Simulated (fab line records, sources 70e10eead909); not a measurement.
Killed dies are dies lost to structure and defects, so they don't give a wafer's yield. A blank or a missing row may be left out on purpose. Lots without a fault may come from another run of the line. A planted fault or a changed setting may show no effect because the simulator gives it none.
Chamber matching | flow nand_harc | NHARC_A_CONTACT_DESCUM_47 on rie_diel-09: 4 sister chambers
The step chemistry O2, time 3 s. 24 wafers are shown with their chamber, then 12 later ones without.

WAFERS WITH THEIR CHAMBER
wafer  | chamber | showerhead_plenum_p_Torr (Torr) | drypump_motor_current_A (A) | oes_product_au (a.u.)
L077.1 | 0       | 1.87                            | 5.2                         | 0.996
L077.2 | 1       | 1.78                            | 6.0                         | 0.996
L077.3 | 2       | 1.80                            | 4.7                         | 1.008
L078.1 | 0       | 1.87                            | 5.2                         | 1.019
L078.2 | 3       | 2.08                            | 5.5                         | 0.994
L078.3 | 1       | 1.78                            | 6.0                         | 1.005
L080.1 | 2       | 1.80                            | 4.7                         | 1.013
L080.2 | 1       | 1.78                            | 6.0                         | 0.994
L080.5 | 1       | 1.78                            | 6.0                         | 0.981
L083.2 | 2       | 1.79                            | 4.7                         | 1.017
L083.5 | 1       | 1.78                            | 6.0                         | 0.995
L083.6 | 0       | 1.86                            | 5.2                         | 1.002
L084.2 | 3       | 2.07                            | 5.6                         | 0.987
L084.4 | 1       | 1.78                            | 6.0                         | 0.998
L084.6 | 3       | 2.07                            | 5.5                         | 0.988
L085.3 | 0       | 1.86                            | 5.2                         | 0.993
L085.5 | 3       | 2.07                            | 5.6                         | 0.987
L085.6 | 2       | 1.79                            | 4.7                         | 1.019
L088.1 | 0       | 1.86                            | 5.2                         | 1.010
L088.2 | 2       | 1.79                            | 4.6                         | 1.019
L088.4 | 3       | 2.07                            | 5.5                         | 0.995
L089.1 | 3       | 2.07                            | 5.6                         | 0.985
L089.5 | 0       | 1.86                            | 5.2                         | 1.018
L089.6 | 3       | 2.07                            | 5.6                         | 0.989

SIGNATURES (means of the wafers above)
reading                  | chamber 0 | chamber 1 | chamber 2 | chamber 3 | scatter within a chamber
showerhead_plenum_p_Torr | 1.8633    | 1.7800    | 1.7940    | 2.0714    | 0.00412
drypump_motor_current_A  | 5.200     | 6.000     | 4.680     | 5.557     | 0.0355
oes_product_au           | 1.00633   | 0.99483   | 1.01520   | 0.98929   | 0.0074
Rule: a wafer's distance from a chamber is the root of the sum, over the readings, of the square of ((its reading less the chamber's mean) divided by the reading's scatter). The wafer belongs to the nearest chamber; if the next one is less than 2 further off, it can't be placed. The scatter: the root of (the sum of the squares of (reading less its chamber's mean) over the shown wafers, divided by (wafers less chambers)).

WAFERS WITHOUT THEIR CHAMBER
wafer  | showerhead_plenum_p_Torr (Torr) | drypump_motor_current_A (A) | oes_product_au (a.u.)
L090.2 | 1.77                            | 6.0                         | 0.999
L090.3 | 1.79                            | 4.7                         | 1.013
L090.6 | 1.77                            | 6.0                         | 1.003
L091.1 | 1.86                            | 5.2                         | 1.014
L091.4 | 1.77                            | 6.0                         | 1.001
L091.5 | 2.07                            | 5.5                         | 0.997
L096.1 | 1.86                            | 5.2                         | 0.999
L096.4 | 1.79                            | 4.7                         | 1.005
L096.6 | 1.86                            | 5.2                         | 0.994
L096.2 | 1.77                            | 6.0                         | 1.011
L096.3 | 2.07                            | 5.6                         | 0.990
L096.5 | 1.77                            | 6.0                         | 0.994

WHICH CHAMBER EACH WENT THROUGH
wafer  | from the rows above | in truth
L090.2 | 1                   | 1
L090.3 | 2                   | 2
L090.6 | 1                   | 1
L091.1 | 0                   | 0
L091.4 | 1                   | 1
L091.5 | 3                   | 3
L096.1 | 0                   | 0
L096.4 | 2                   | 2
L096.6 | 0                   | 0
L096.2 | 1                   | 1
L096.3 | 3                   | 3
L096.5 | 1                   | 1
Placed correctly: 12 of 12. Can't be placed from these rows: 0. Placed wrongly: 0.
